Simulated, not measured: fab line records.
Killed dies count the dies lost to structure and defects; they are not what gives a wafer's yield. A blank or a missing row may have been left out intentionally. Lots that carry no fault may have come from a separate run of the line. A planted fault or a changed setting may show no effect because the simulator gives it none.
A struck lot beside a sound one	flow n5 finfet	36 steps out of a route of 1938
Sound: wafers L189.1, L189.4, L189.6. Struck: wafer L184.5 (left out: L184.4, a lot-mate that was not struck); the cause follows at the end.
Each step with rows lists, per side, the tool, then ch with its chambers, then its first start. Under that, the readings that differ: sound wafers	struck wafers	difference of the means	sigmas: that difference in standard deviations of wafers without a fault.
alike: readings with means less than 2 such deviations apart, plus words and numbers identical on both sides. not compared: withheld readings, readings lacking a value on some wafer, bounds such as >300 that could conceal the same value, and numbers that have no deviation in the record and whose values overlap.
Wherever a step has rows on one side only, a row that says differs or no value, or a row with sigmas, the two part there. Numbers that don't overlap but have no deviation are shown without sigmas and don't part them. A reading missing from all wafers of one side parts the sides only when that side holds two or more wafers.

first, 9 steps without rows for these wafers: N5_BEOL_M4_ANNEAL_95 (time 240 s); N5_BEOL_M4_SPUTTER_96 (material Cu, target thk 4.5 nm, time 8.29 s); N5_BEOL_M4_ECD_50 (material Cu, target thk 300 nm); N5_BEOL_M4_ANNEAL_51 (time 90 s); N5_BEOL_M4_CMP_52 (polishes, stops on SiOC, t overpolish 6.8 s, target thk 40 nm); N5_BEOL_M4_PRE_CLEAN_60 (time 15 s); N5_BEOL_M4_CO_CAP_55 (material Co, precursor CCTBA/H2, target thk 2 nm, time 102.1 s); N5_BEOL_M4_PRE_CLEAN_56 (time 15 s); N5_BEOL_M4_DEP_57 (deposits SiCN from 3MS/NH3, target thk 8 nm, time 14 s).
N5_BEOL_M4_RC_MEAS_101:
  sound on prober-01 ch 0, day 12 12:34; struck on prober-01 ch 0, day 12 04:25
  alike: DIBL_N, DIBL_P, IOFF_N, IOFF_P, ION_N, ION_P, SS_N, SS_P, VT_N, VT_P
then, 24 steps without rows for these wafers: N5_BEOL_M5_ILD_DEP_00 (deposits SiCOH lowk from DEMS/porogen, target thk 140.64 nm, time 25.9 s); N5_BEOL_M5_CURE_79 (cures SiCOH lowk, time 240 s); N5_BEOL_M5_PECVD_70 (deposits SiO2 from TEOS/O2, target thk 16 nm, time 18 s); N5_BEOL_M5_HM_DEP_02 (deposits TiN, target thk 20 nm); N5_BEOL_M5_COAT_59 (time 60 s, resist thk 60 nm); N5_BEOL_M5_COAT_60 (time 60 s, resist thk 12 nm); N5_BEOL_M5_COAT_71 (time 60 s, resist thk 5 nm); N5_BEOL_M5_COAT_05 (resist thk 30 nm); N5_BEOL_M5_EBR_07; N5_BEOL_M5_SOFTBAKE_06 (time 60 s); N5_BEOL_M5_EXPOSE_08 (exposes mask M5, target cd 28 nm); N5_BEOL_M5_PEB_09 (peb time 60 s); N5_BEOL_M5_DEVELOP_10 (develop time 30 s); N5_BEOL_M5_DESCUM_16 (chemistry O2, time 7 s); N5_BEOL_M5_ETCH_72 (etches underlayer in N2/H2, target depth 6.5 nm, time 5.2 s); N5_BEOL_M5_ETCH_61 (etches SiARC in CF4, target depth 15.6 nm, time 26 s); N5_BEOL_M5_ETCH_62 (etches SOC in N2/H2, target depth 75 nm, overetch 15 nm, time 112.5 s); N5_BEOL_M5_STRIP_63 (strips in N2/H2); N5_BEOL_M5_STRIP_73 (strips in N2/H2); N5_BEOL_M5_STRIP_64 (strips in CF4); N5_BEOL_M5_HM_OPEN_17 (chemistry Cl2/BCl3, target TiN, target depth 20 nm, overetch 6 nm); N5_BEOL_M5_STRIP_19 (strips in O2); N5_BEOL_M5_COAT_65 (time 60 s, resist thk 60 nm); N5_BEOL_M5_COAT_66 (time 60 s, resist thk 12 nm).
N5_BEOL_M5_VIA_ETCH_34: etches SiCOH lowk in C4F6/O2, target depth 88.3 nm, time 39.2 s.
  sound on rie diel-02 ch 0,1,2, day 12 21:11; struck on rie diel-01 ch 2, day 12 10:15
reading	sound	struck	difference	sigmas
oes product au (a.u.)	0.82 0.70 0.91	0.50	-0.31	-3
throttle valve pct (%)	20.8 21.0 20.4	21.5	+0.8	+2
model.etch.depth nm (nm)	86.89 87.51 89.04	49.53	-38.28	
model.SOC_of_BEOL_M5_COAT_65.thk nm (nm)	56 56 56	58	+2	
  alike: bias w, drypump motor current A, rf vpp V, showerhead plenum p Torr
  not compared: rf hours counter h
-- here the record skips 4 days between the struck wafers' starts before and after, leaving off in module BEOL_M5 and picking up in module PASSIVATION (first step shown: number 1936 of the route) --
N5_PASSIVATION_PROBE_49:
  only the struck wafers here have rows in the record (prober-02, day 16 06:20); the sound ones have none

WHERE THEY PART
Last at N5_PASSIVATION_PROBE_49 as far as this record goes, first at N5_BEOL_M5_VIA_ETCH_34.

WHY: what had been put in by the simulator
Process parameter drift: rie diel-01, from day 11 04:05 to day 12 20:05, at N5_BEOL_M5_VIA_ETCH_34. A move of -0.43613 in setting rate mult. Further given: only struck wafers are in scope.
